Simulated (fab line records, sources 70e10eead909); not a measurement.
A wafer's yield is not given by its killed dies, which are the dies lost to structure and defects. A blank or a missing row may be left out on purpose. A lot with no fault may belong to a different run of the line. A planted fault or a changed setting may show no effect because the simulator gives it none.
Which tool is to blame? | flow nand_harc | 11 lots with 33 wafers sampled at 4 steps, on a route of 1159 steps

WHAT THE GAUGES SHOWED, per wafer
NHARC_P_M2_CD_MEAS_09 targets a cd of 170 nm.
lot  | measured     | on        | cd_nm (nm)
L688 | day 6 07:31  | cd_sem-02 | 170.0 169.9 170.0
L689 | day 6 20:00  | cd_sem-01 | 169.8 169.8 170.1
L691 | day 7 08:37  | cd_sem-03 | 170.1 169.9 170.4
L695 | day 7 20:38  | cd_sem-03 | 170.1 169.7 169.8
L697 | day 8 06:53  | cd_sem-02 | 169.2 170.0 170.1
L701 | day 9 10:31  | cd_sem-03 | 170.0 170.0 170.6
L699 | day 9 10:55  | cd_sem-03 | 170.1 170.4 170.5
L700 | day 9 11:37  | cd_sem-03 | 170.0 169.3 169.9
L704 | day 10 09:08 | cd_sem-02 | 170.2 170.9 171.3
L706 | day 10 15:55 | cd_sem-03 | 161.0 161.2 160.7
L708 | day 11 03:12 | cd_sem-03 | 163.0 162.6 162.5

TOOL THAT RAN EACH LOT (tool first, then ch and the chambers of the sampled wafers, then the start)
lot  | NHARC_P_M1_DESCUM_14               | NHARC_P_M1_ANNEAL_31             | NHARC_P_M2_PEB_07
L688 | rie_diel-08 ch 1,2, day 6 03:09    | rtp_anneal-01 ch 0, day 6 05:02  | litho_track-01 ch 0, day 6 07:26
L689 | rie_diel-08 ch 0,2, day 6 15:56    | rtp_anneal-02 ch 0, day 6 17:51  | litho_track-04 ch 0, day 6 19:55
L691 | rie_diel-08 ch 0,1, day 7 04:35    | rtp_anneal-01 ch 0, day 7 06:38  | litho_track-01 ch 0, day 7 08:32
L695 | rie_diel-05 ch 0,3, day 7 16:39    | rtp_anneal-01 ch 0, day 7 18:25  | litho_track-06 ch 0, day 7 20:33
L697 | rie_diel-09 ch 0,1, day 8 02:51    | rtp_anneal-01 ch 0, day 8 04:42  | litho_track-04 ch 0, day 8 06:48
L701 | rie_diel-09 ch 2,3, day 9 06:25    | rtp_anneal-02 ch 0, day 9 08:14  | litho_track-01 ch 0, day 9 10:26
L699 | rie_diel-08 ch 0,2,3, day 9 06:35  | rtp_anneal-01 ch 0, day 9 08:35  | litho_track-04 ch 0, day 9 10:50
L700 | rie_diel-09 ch 0,2, day 9 06:58    | rtp_anneal-02 ch 0, day 9 08:48  | litho_track-06 ch 0, day 9 11:32
L704 | rie_diel-09 ch 0,2,3, day 10 05:05 | rtp_anneal-01 ch 0, day 10 06:50 | litho_track-04 ch 0, day 10 09:04
L706 | rie_diel-08 ch 0,3, day 10 11:51   | rtp_anneal-01 ch 0, day 10 13:41 | litho_track-04 ch 0, day 10 15:50
L708 | rie_diel-05 ch 0,1,2, day 10 23:20 | rtp_anneal-02 ch 0, day 11 01:05 | litho_track-04 ch 0, day 11 03:07
- NHARC_P_M1_DESCUM_14: chemistry O2, time 3 s.
- NHARC_P_M1_ANNEAL_31: time 90 s.
- NHARC_P_M2_PEB_07: peb time 65 s.

THE ANSWER, worked out from the rows above alone
Rule: usual is defined by the lots themselves. Put in order of their means at a reading, lots are off if they are a third of the lots or fewer, leave a main group of 4 or more, and stand apart from it by a gap of 3 or more times the standard deviation of the main group's means; of several such gaps the widest counts. If all means in a main group match to the digits the tables above print for the reading, that group is not used. Also off: a lot with no number at a reading for which 4 or more lots have one. Any other lot the step has rows for is counted as sound.
Off: L706, L708 (NHARC_P_M2_CD_MEAS_09, cd_nm). For the main group the mean is 170.1 nm and the standard deviation 0.32.
A tool fits if, at a process step before that reading, it ran every lot that is off, and no sound lot after the first of them. Gauges at NHARC_P_M2_CD_MEAS_09: tried the same way as those tools. This does not decide it: 2 tools fit, namely litho_track-04 at NHARC_P_M2_PEB_07 and cd_sem-03 at NHARC_P_M2_CD_MEAS_09.

WHAT THE SIMULATOR PUT IN
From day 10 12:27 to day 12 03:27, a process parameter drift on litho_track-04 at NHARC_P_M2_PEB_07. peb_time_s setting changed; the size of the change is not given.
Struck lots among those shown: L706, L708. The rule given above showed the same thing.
